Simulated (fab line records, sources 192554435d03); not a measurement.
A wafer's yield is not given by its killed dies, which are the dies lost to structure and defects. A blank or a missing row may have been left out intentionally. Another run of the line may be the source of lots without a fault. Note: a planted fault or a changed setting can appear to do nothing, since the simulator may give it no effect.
Which tool did it? -- flow n5_finfet -- 9 lots with 27 wafers sampled at 7 steps, on a route of 1938 steps

== WHAT EACH GAUGE READ, for each wafer ==
N5_BEOL_M3_THK_MEAS_53: measures by xrf. Usual: M3_THK typically reads 39.9 nm, with standard deviation 1.5.
lot,measured,on,M3_THK (nm),flag
L671,day 10 00:46,film_metro-02,37.4 40.1 38.9,
L672,day 10 01:05,film_metro-02,40.0 39.4 39.7,
L673,day 10 01:27,film_metro-01,38.0 38.2 37.8,
L677,day 10 18:17,film_metro-01,153.4 145.6 153.0,OFF
L681,day 11 11:01,film_metro-02,41.1 42.4 45.0,
L686,day 13 09:19,film_metro-02,40.1 40.1 40.0,
L693,day 14 09:03,film_metro-01,39.5 38.7 40.6,
L691,day 14 23:52,film_metro-02,38.2 39.3 38.7,
L692,day 15 05:26,film_metro-02,39.2 39.7 41.2,

N5_BEOL_M3_INSPECT_59: inspects for defects (darkfield). Usual: 70 for raw_defect_count, sd 23.
lot,measured,on,raw_defect_count,flag
L671,day 10 01:03,defect_inspect-02,36 52 39,
L672,day 10 01:23,defect_inspect-01,106 49 56,
L673,day 10 01:44,defect_inspect-01,36 61 47,
L677,day 10 18:34,defect_inspect-02,5189 5001 4998,OFF
L681,day 11 11:18,defect_inspect-02,76 89 73,
L686,day 13 09:37,defect_inspect-02,91 91 52,
L693,day 14 09:22,defect_inspect-01,60 44 53,
L691,day 15 00:14,defect_inspect-02,72 59 82,
L692,day 15 05:49,defect_inspect-02,55 43 62,

N5_BEOL_M4_RC_MEAS_101. Usual: DIBL_N 36.0 mV/V, standard deviation 1.3; DIBL_P 36.2 mV/V, standard deviation 1.7; IOFF_N 0.155 nA/um, standard deviation 0.024; IOFF_P 0.21 nA/um, standard deviation 0.034; ION_N 674 uA/um, standard deviation 9; ION_P 463 uA/um, standard deviation 7.1; SS_N 71.4 mV/dec, standard deviation 0.5; SS_P 73.4 mV/dec, standard deviation 0.57; VT_N 250.0 mV, standard deviation 2.8; VT_P -251 mV, standard deviation 3.2.
lot,measured,on,DIBL_N (mV/V),DIBL_P (mV/V),IOFF_N (nA/um),IOFF_P (nA/um),ION_N (uA/um),ION_P (uA/um),SS_N (mV/dec),SS_P (mV/dec),VT_N (mV),VT_P (mV),flag
L671,day 11 04:40,prober-01,35.0 37.0 36.8,35.0 37.2 37.1,0.125 0.158 0.155,0.17 0.20 0.20,663 673 667,455 454 458,71.2 72.1 71.5,73.1 73.6 73.3,253.3 252.0 248.5,-254 -251 -251,
L672,day 11 09:54,prober-01,35.8 35.7 37.3,35.3 35.4 37.0,0.143 0.144 0.171,0.18 0.19 0.20,675 675 680,457 458 459,71.1 70.8 71.6,72.9 73.4 73.3,250.7 251.6 249.7,-252 -252 -251,
L673,day 11 12:30,prober-02,35.3 37.4 35.4,33.8 36.0 33.4,0.133 0.164 0.134,0.19 0.22 0.19,674 681 665,466 467 463,71.6 71.4 71.7,72.8 73.2 73.0,251.5 247.7 251.1,-251 -250 -251,
L681,day 13 01:10,prober-01,35.9 33.2 36.0,37.4 34.1 37.1,0.173 0.126 0.177,0.21 0.17 0.22,678 670 688,460 463 471,71.4 70.8 71.2,73.1 72.8 73.1,248.6 253.2 248.4,-249 -251 -249,
L686,day 14 07:26,prober-02,38.0 36.2 36.5,38.0 36.0 35.8,0.180 0.142 0.143,0.24 0.20 0.20,680 664 667,466 459 463,71.8 71.0 71.7,73.8 73.3 73.8,249.6 249.0 253.3,-252 -252 -252,
L693,day 15 11:43,prober-01,35.7 34.8 34.3,34.9 34.3 34.5,0.135 0.120 0.121,0.20 0.19 0.19,676 668 664,464 464 464,70.9 71.0 70.4,73.0 72.4 72.5,251.9 255.6 253.3,-251 -249 -250,
L691,day 16 13:35,prober-01,34.7 35.3 35.4,32.5 34.4 33.5,0.112 0.135 0.127,0.16 0.18 0.17,663 673 668,452 460 458,71.0 70.2 70.6,73.3 72.5 72.5,256.1 253.0 254.5,-255 -251 -253,
L692,day 15 22:30,prober-01,34.6 33.5 33.9,34.0 33.6 33.6,0.126 0.124 0.121,0.16 0.16 0.16,657 658 655,447 453 453,70.6 71.5 71.5,73.1 72.0 73.2,257.1 253.6 253.1,-257 -256 -256,

== TOOL THAT RAN EACH LOT (tool first, then ch and the chambers of the sampled wafers, then the start) ==
lot,N5_BEOL_M3_ANNEAL_87,N5_BEOL_M3_ANNEAL_89,N5_BEOL_M3_CMP_52,N5_BEOL_M4_PECVD_72
L671,"pvd_sputter-02, day 9 22:56","pvd_sputter-02, day 9 23:10","cmp-04 ch 0,1,3, day 10 00:30","pecvd-02 ch 0,1,2, day 10 01:11"
L672,"pvd_sputter-03, day 9 23:16","pvd_sputter-03, day 9 23:29","cmp-01 ch 0,1, day 10 00:48","pecvd-02 ch 0,1,2, day 10 01:32"
L673,"pvd_sputter-01, day 9 23:38","pvd_sputter-01, day 9 23:52","cmp-04 ch 2,3, day 10 01:10","pecvd-02 ch 0,1,2, day 10 01:53"
L677,"pvd_sputter-01, day 10 16:06","pvd_sputter-01, day 10 16:19","cmp-04 ch 0,1,3, day 10 17:59",-
L681,"pvd_sputter-02, day 11 07:43","pvd_sputter-02, day 11 07:56","cmp-03 ch 0,2,3, day 11 10:43","pecvd-04 ch 0,1, day 11 11:26"
L686,"pvd_sputter-03, day 13 07:27","pvd_sputter-03, day 13 07:40","cmp-03 ch 0,1,2, day 13 09:04","pecvd-02 ch 1,2, day 13 09:45"
L693,"pvd_sputter-03, day 14 07:14","pvd_sputter-03, day 14 07:28","cmp-03 ch 0,1,2, day 14 08:47","pecvd-01 ch 1,2, day 14 09:30"
L691,"pvd_sputter-02, day 14 22:03","pvd_sputter-02, day 14 22:16","cmp-03 ch 2,3, day 14 23:34","pecvd-01 ch 1,2, day 15 00:22"
L692,"pvd_sputter-01, day 15 03:38","pvd_sputter-01, day 15 03:51","cmp-03 ch 1,2, day 15 05:11","pecvd-04 ch 0,2, day 15 05:57"
- N5_BEOL_M3_ANNEAL_87: time 240 s.
- N5_BEOL_M3_ANNEAL_89: time 240 s.
- N5_BEOL_M3_CMP_52: polishes, stops on SiOC, t overpolish 6.8 s, target thk 40 nm.
- N5_BEOL_M4_PECVD_72: deposits SiO2 from TEOS/O2, target thk 16 nm, time 18 s.

== WHAT THE TOOLS THEMSELVES READ (means of the sampled wafers that have a number; where no wafer has one, the mark that the record gives instead) ==
N5_BEOL_M3_ANNEAL_87. Usual: heater_power_w 831 W, standard deviation 70; susceptor_temp_C_max 401.0, standard deviation 0.45.
lot,tool,heater_power_w (W),susceptor_temp_C_max,flag
L671,pvd_sputter-02,798,401.0,
L672,pvd_sputter-03,788,401.5,
L673,pvd_sputter-01,824,401.7,
L677,pvd_sputter-01,886,401.0,
L681,pvd_sputter-02,841,400.5,
L686,pvd_sputter-03,783,401.5,
L693,pvd_sputter-03,793,401.3,
L691,pvd_sputter-02,797,400.9,
L692,pvd_sputter-01,871,401.2,

N5_BEOL_M3_ANNEAL_89. Usual: heater_power_w 831 W, standard deviation 71; susceptor_temp_C_max 401.0, standard deviation 0.41.
lot,tool,heater_power_w (W),susceptor_temp_C_max,flag
L671,pvd_sputter-02,793,400.9,
L672,pvd_sputter-03,802,401.5,
L673,pvd_sputter-01,834,401.2,
L677,pvd_sputter-01,894,401.0,
L681,pvd_sputter-02,850,400.5,
L686,pvd_sputter-03,783,401.0,
L693,pvd_sputter-03,783,401.2,
L691,pvd_sputter-02,774,400.8,
L692,pvd_sputter-01,862,401.0,

N5_BEOL_M3_CMP_52. Usual: barrier_field_endpoint_s 24.4 s, standard deviation 0.55; motor_current_A 6.2 A, standard deviation 0.44; overpolish_run_s 6.801 s, standard deviation 0.0092; platen_rpm 50.00 rpm, standard deviation 0.033; time_to_endpoint_s 60 s, standard deviation 3.1.
lot,tool,barrier_field_endpoint_s (s),motor_current_A (A),overpolish_run_s (s),platen_rpm (rpm),time_to_endpoint_s (s),flag
L671,cmp-04,24.4,6.2,6.795,50.01,61,
L672,cmp-01,24.5,5.7,6.806,49.98,61,
L673,cmp-04,23.5,5.7,6.800,50.02,56,
L677,cmp-04,41.3,6.2,0.038,50.00,81,OFF
L681,cmp-03,24.7,6.4,6.798,49.97,62,
L686,cmp-03,24.6,6.6,6.799,50.01,58,
L693,cmp-03,23.4,6.6,6.803,50.00,57,
L691,cmp-03,24.3,6.6,6.802,50.00,58,
L692,cmp-03,24.1,6.3,6.808,50.02,60,

N5_BEOL_M4_PECVD_72. Usual: heater_power_w 791 W, standard deviation 85; showerhead_plenum_p_Torr 8.74 Torr, standard deviation 0.043; throttle_valve_pct 22.3 %, standard deviation 0.64.
lot,tool,heater_power_w (W),showerhead_plenum_p_Torr (Torr),throttle_valve_pct (%),flag
L671,pecvd-02,808,8.72,22.4,
L672,pecvd-02,789,8.72,22.2,
L673,pecvd-02,807,8.72,22.5,
L681,pecvd-04,704,8.76,22.7,
L686,pecvd-02,937,8.74,22.2,
L693,pecvd-01,768,8.72,21.9,
L691,pecvd-01,816,8.72,21.9,
L692,pecvd-04,720,8.76,22.3,

== THE ANSWER, worked out from the rows above alone ==
Rule: a lot is off if the mean of its wafers that have a number lies more than 3 standard deviations from the usual mean. A lot without any number at a reading at which 4 lots or more have one is off too. The other lots that the step has rows for count as sound. First the gauges in route order, then the tools' own readings, where a lot's mean is used as printed above. The first step at which some lot is off is used, and at that step the reading that is off furthest; a lot without a number counts as furthest.
Off: L677, at N5_BEOL_M3_THK_MEAS_53 (M3_THK).
A tool fits if, at a process step before that reading, it ran every lot that is off, and no sound lot after the first of them. Not tried: the gauges at N5_BEOL_M3_THK_MEAS_53; whatever is off there is also off at N5_BEOL_M3_INSPECT_59, on other tools, and gauge error can't account for it. One candidate fits, namely cmp-04 at N5_BEOL_M3_CMP_52. A fault onset in the window from L673 (day 10 01:10, its last sound lot) to L677 (day 10 17:59, its first lot off) fits.
The tool's own readings at N5_BEOL_M3_CMP_52 bear it out: on the lots that are off they differ by more than 5 times the standard deviation of the sound lots' means. barrier_field_endpoint_s reads 41.3 s there against 24.2 s on the sound lots; overpolish_run_s reads 0.038 s there against 6.801 s on the sound lots; time_to_endpoint_s reads 81 s there against 59 s on the sound lots.

== WHAT HAD BEEN PUT IN BY THE SIMULATOR ==
Drift in process parameters on cmp-04 at N5_BEOL_M3_CMP_52, starting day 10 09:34. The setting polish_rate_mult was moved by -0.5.
Struck lots among those shown: L677. The rule given above showed the same thing.
